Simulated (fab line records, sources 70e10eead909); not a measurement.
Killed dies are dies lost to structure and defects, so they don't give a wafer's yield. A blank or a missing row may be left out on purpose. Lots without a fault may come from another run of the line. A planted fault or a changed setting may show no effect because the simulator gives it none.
A struck lot beside a sound one | flow nand_harc | 15 steps out of a route of 1302
Sound: wafers L654.1, L654.2, L654.4. Struck: wafers L645.4, L645.6. (L645.5 of the same lot was not struck and is left out.) The cause comes at the end.
At each step with rows: each side's tool, then ch and its chambers, then its first start. Under that, the readings that differ: sound wafers | struck wafers | difference of the means | sigmas: that difference in standard deviations of wafers without a fault.
alike: readings whose means differ by less than 2 such deviations, and words and numbers that are the same on both sides. not compared: withheld readings, readings that some wafer has no value for, bounds like >300 that may hide the same value, and numbers for which the record gives no deviation and whose values overlap.
The two part at a step that has a row with sigmas, a row that says differs or no value, or rows on one side only. Numbers that don't overlap but have no deviation are shown without sigmas and don't part them. A reading that every wafer of one side lacks parts them only if that side has two wafers or more.

first, 5 steps without rows for these wafers: NHARC_A_CONTACT_SOFTBAKE_64 (time 55 s); NHARC_A_CONTACT_EBR_65; NHARC_A_CONTACT_EXPOSE_66 (exposes mask A CC 2); NHARC_A_CONTACT_PEB_67 (peb time 65 s); NHARC_A_CONTACT_DEVELOP_68 (develop time 35 s).
NHARC_A_CONTACT_CD_MEAS_69: target cd 300 nm.
  sound on cd_sem-03 ch 0, day 28 02:57; struck on cd_sem-03 ch 0, day 23 08:16
  alike: cd_nm
NHARC_A_CONTACT_OVL_MEAS_70:
  sound on overlay-01, day 28 03:02; struck on overlay-02, day 23 08:21
  alike: overlay_x_nm, overlay_y_nm
NHARC_A_CONTACT_INSPECT_71:
  sound on defect_inspect-01, day 28 03:05; struck on defect_inspect-02, day 23 08:23
  alike: raw_defect_count
NHARC_A_CONTACT_DESCUM_74: chemistry O2, time 3 s.
  sound on rie_diel-02 ch 0,1,2, day 28 03:08; struck on rie_diel-02 ch 2,3, day 23 08:28
  alike: drypump_motor_current_A, mfc_ar_sccm, oes_product_au, rf_vpp_V, showerhead_plenum_p_Torr, throttle_valve_pct
  not compared: rf_hours_counter_h
NHARC_A_CONTACT_ETCH_75: etches the open film in CF4, target depth 39 nm, time 65 s.
  sound on rie_diel-02 ch 0,1,2, day 28 03:13; struck on rie_diel-02 ch 1,3, day 23 08:33
  alike: drypump_motor_current_A, mfc_ar_sccm, oes_product_au, rf_vpp_V, showerhead_plenum_p_Torr, throttle_valve_pct
  not compared: rf_hours_counter_h
NHARC_A_CONTACT_ETCH_76: etches the open film in N2/H2, target depth 260 nm, time 475.3 s.
  sound on rie_diel-02 ch 1,2,3; struck on rie_diel-02 ch 2
  reading                         | sound             | struck      | difference | sigmas
  rf_vpp_V (V)                    | 429.7 428.9 435.4 | 424.3 426.2 | -6.1       | -2
  showerhead_plenum_p_Torr (Torr) | 2.02 2.00 2.21    | 1.87 1.87   | -0.21      | -2
  alike: drypump_motor_current_A, mfc_ar_sccm, oes_product_au, throttle_valve_pct
  not compared: rf_hours_counter_h
NHARC_A_CONTACT_ETCH_77: etches the open film in CF4/CHF3, target depth 108.9 nm, time 54.5 s.
  sound on rie_diel-02 ch 0,1,3; struck on rie_diel-02 ch 0,3
  alike: chf3_flow_sccm, drypump_motor_current_A, mfc_ar_sccm, oes_product_au, rf_vpp_V, showerhead_plenum_p_Torr, throttle_valve_pct
  not compared: rf_hours_counter_h
NHARC_A_CONTACT_ETCH_78: etches the open film in O2/COS, target depth 5300 nm, time 1378 s.
  sound on rie_diel-02 ch 0,1,2, day 28 03:52; struck on rie_diel-02 ch 0, day 23 09:10
  reading               | sound             | struck      | difference | sigmas
  oes_product_au (a.u.) | 1.004 1.022 0.995 | 0.855 0.849 | -0.155     | -13
  alike: drypump_motor_current_A, mfc_ar_sccm, rf_vpp_V, showerhead_plenum_p_Torr, throttle_valve_pct
  not compared: rf_hours_counter_h
NHARC_A_CONTACT_ETCH_124: etches the open film in C4F8/O2/Ar, time 140 s, target depth 700 nm.
  sound on har_cap_etch-02 ch 0,1, day 28 04:49; struck on har_cap_etch-01 ch 0,1, day 23 10:04
  not compared: rf_hours_counter_h
-- the record jumps here: 3 days lie between the struck wafers' starts before and after (it left off in module A_CONTACT and takes up again in module END, whose first step shown is number 1302 of the route) --
NHARC_END_SORT_01:
  the record has rows for the struck wafers here (prober-01 ch 0, day 25 22:41) and none for the sound ones

WHERE THEY PART
First at NHARC_A_CONTACT_ETCH_76; last, within this record, at NHARC_END_SORT_01.

WHY: what the simulator had put in
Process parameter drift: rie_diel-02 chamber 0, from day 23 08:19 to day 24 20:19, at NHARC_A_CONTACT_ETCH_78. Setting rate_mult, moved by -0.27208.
